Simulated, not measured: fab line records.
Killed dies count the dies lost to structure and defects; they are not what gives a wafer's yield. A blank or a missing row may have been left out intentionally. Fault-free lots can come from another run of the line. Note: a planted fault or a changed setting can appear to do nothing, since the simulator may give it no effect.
3 desks, one fault :: flow n5 finfet :: every desk sees just its own numbers, and what lay behind them comes last

## FOR THE TOOL OWNER'S DESK: pecvd-04
The tool's own readings at N5_BEOL_M4_DEP_57 (deposits SiCN from 3MS/NH3, target thk 8 nm, time 14 s): means of the sampled wafers that have a number, for each lot that ran on this tool. The brackets show how far a lot's mean lies from the usual mean; more than 4 standard deviations puts the lot out of limits, marked OUT.
Columns: A = showerhead plenum p Torr at N5_BEOL_M4_DEP_57, usual 3.668 Torr; B = showerhead vpp V at N5_BEOL_M4_DEP_57, usual 872 V; C = throttle valve pct at N5_BEOL_M4_DEP_57, usual 9.2 %
lot: L681
first seen here: day 8 05:38
A: 3.655
B: 839
C: 9.3

lot: L683
first seen here: day 8 20:53
A: 3.655
B: 873
C: 9.1

lot: L691
first seen here: day 10 11:10
A: 3.657
B: 863
C: 9.2

lot: L694
first seen here: day 11 12:31
A: 3.654
B: 869
C: 9.2

lot: L695
first seen here: day 11 15:26
A: 3.660
B: 845
C: 9.2
Finding of this desk: none of the 5 lots has anything out of limits.

## THE DEFECT DESK
What the inspections along the route counted, lot by lot: means of the sampled wafers that have a number. The brackets show how far a lot's mean lies from the usual mean; more than 4 standard deviations puts the lot out of limits, marked OUT.
Columns: A = raw defect count at N5_BEOL_M4_INSPECT_59, usual 71; B = raw defect count at N5_BEOL_M5_INSPECT_13, usual 385
lot: L681
first seen here: day 8 05:43
A: 48
B: 397

lot: L682
first seen here: day 8 06:15
A: 69
B: 424

lot: L683
first seen here: day 8 20:59
A: 77
B: 396

lot: L691
first seen here: day 10 11:16
A: 59
B: 309

lot: L694
first seen here: day 11 12:37
A: 938 (+39) OUT
B: 1243 (+10) OUT

lot: L695
first seen here: day 11 15:32
A: 968 (+41) OUT
B: 1291 (+11) OUT

lot: L696
first seen here: day 11 17:58
A: 84
B: 443

lot: L698
first seen here: day 12 12:46
A: 89
B: 334

lot: L702
first seen here: day 14 02:43
A: 67
B: 456
Finding of this desk: L694, L695 out of limits; the first was L694 at day 11 12:37, on raw defect count at N5_BEOL_M4_INSPECT_59. In limits: L681, L682, L683, L691, L696, L698, L702.

## AT THE METROLOGY DESK
Means of the sampled wafers that have a number, per lot and without regard to the tool the lot ran on: this is what the gauges read. The brackets show how far a lot's mean lies from the usual mean; more than 4 standard deviations puts the lot out of limits, marked OUT. Only the readings that lie furthest out on some lot appear, 7 of the 10 it has.
Columns: A = DIBL_N at N5_BEOL_M4_RC_MEAS_101, usual 36.4 mV/V; B = DIBL_P at N5_BEOL_M4_RC_MEAS_101, usual 36.1 mV/V; C = IOFF_N at N5_BEOL_M4_RC_MEAS_101, usual 0.156 nA/um; D = SS_N at N5_BEOL_M4_RC_MEAS_101, usual 71.5 mV/dec; E = SS_P at N5_BEOL_M4_RC_MEAS_101, usual 73.2 mV/dec; F = VT_N at N5_BEOL_M4_RC_MEAS_101, usual 250.0 mV; G = VT_P at N5_BEOL_M4_RC_MEAS_101, usual -250 mV
lot: L681
first seen here: day 8 05:44
A: 37.6
B: 38.4
C: 0.185
D: 72.2
E: 73.5
F: 246.2
G: -250

lot: L682
first seen here: day 8 06:26
A: 36.3
B: 37.4
C: 0.171
D: 71.5
E: 74.1
F: 247.6
G: -253

lot: L683
first seen here: day 8 21:00
A: 36.4
B: 38.4
C: 0.182
D: 71.8
E: 73.7
F: 247.3
G: -249

lot: L691
first seen here: day 10 11:17
A: 35.1
B: 33.3
C: 0.133
D: 71.4
E: 72.4
F: 253.9
G: -251

lot: L694
first seen here: day 11 12:38
A: 36.3
B: 35.2
C: 0.147
D: 71.2
E: 73.5
F: 252.0
G: -254

lot: L695
first seen here: day 11 15:52
A: 36.6
B: 34.9
C: 0.138
D: 71.3
E: 73.2
F: 251.5
G: -251

lot: L696
first seen here: day 11 17:59
A: 35.9
B: 35.4
C: 0.142
D: 71.0
E: 72.8
F: 249.2
G: -249

lot: L698
first seen here: day 12 12:56
A: 37.3
B: 36.2
C: 0.170
D: 71.5
E: 73.6
F: 248.3
G: -247

lot: L702
first seen here: day 14 02:44
A: 35.3
B: 35.0
C: 0.146
D: 71.6
E: 73.3
F: 249.4
G: -254
Finding of this desk: none of the 9 lots has anything out of limits.

## ALL TOGETHER
The defect desk could have raised an alarm at day 11 12:37, on L694, L695.
The tool owner's desk saw nothing out of limits.
At the metrology desk, nothing out of limits was observed.
On record at the tool owner's desk: L694, L695, within its limits.
The metrology desk holds a record of L694, L695, inside its limits.
On pecvd-04, each named lot ran N5_BEOL_M4_DEP_57.

## WHAT HAD BEEN PUT IN BY THE SIMULATOR
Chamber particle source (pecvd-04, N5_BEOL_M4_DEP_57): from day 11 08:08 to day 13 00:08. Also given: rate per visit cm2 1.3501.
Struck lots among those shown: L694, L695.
Hours from the fault's start to each desk's first reading out of limits: the defect desk, 4.
